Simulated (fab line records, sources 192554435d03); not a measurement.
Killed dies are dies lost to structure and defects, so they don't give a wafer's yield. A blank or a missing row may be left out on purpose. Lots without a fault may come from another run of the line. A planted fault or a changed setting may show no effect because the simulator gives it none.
Chamber matching | flow n5_finfet | N5_BEOL_M2_PECVD_72 on pecvd-03: 3 sister chambers
The step deposits SiO2 from TEOS/O2, target thk 16 nm, time 18 s. 3 wafers are shown with their chamber, then 11 later ones without.

WAFERS WITH THEIR CHAMBER
wafer  | chamber | throttle_valve_pct (%)
L090.2 | 2       | 20.1
L090.3 | 1       | 24.0
L092.1 | 0       | 21.8

WAFERS WITHOUT THEIR CHAMBER
wafer  | throttle_valve_pct (%)
L092.2 | 24.0
L092.3 | 20.5
L091.1 | 20.3
L091.4 | 21.9
L091.6 | 24.1
L094.1 | 20.3
L094.4 | 24.2
L094.6 | 21.8
L095.2 | 21.9
L095.3 | 20.4
L095.6 | 21.8

WHICH CHAMBER EACH WENT THROUGH
wafer  | from the rows above | in truth
L092.2 | 1                   | 1
L092.3 | 2                   | 2
L091.1 | 2                   | 2
L091.4 | 0                   | 0
L091.6 | 1                   | 1
L094.1 | 2                   | 2
L094.4 | 1                   | 1
L094.6 | 0                   | 0
L095.2 | 0                   | 0
L095.3 | 2                   | 2
L095.6 | 0                   | 0
Placed correctly: 11 of 11. Can't be placed from these rows: 0. Placed wrongly: 0.
How it was worked out, from the rows above alone: a wafer's distance from a chamber is the root of the sum, over the readings, of the square of ((its reading less the chamber's mean) divided by the reading's scatter). The wafer belongs to the nearest chamber; if the next one is less than 2 further off, it can't be placed. A chamber's mean is the mean of its shown wafers. The scatter: with one shown wafer a chamber, the root of the mean of the squares of how far each hidden wafer lies from its nearest shown one.
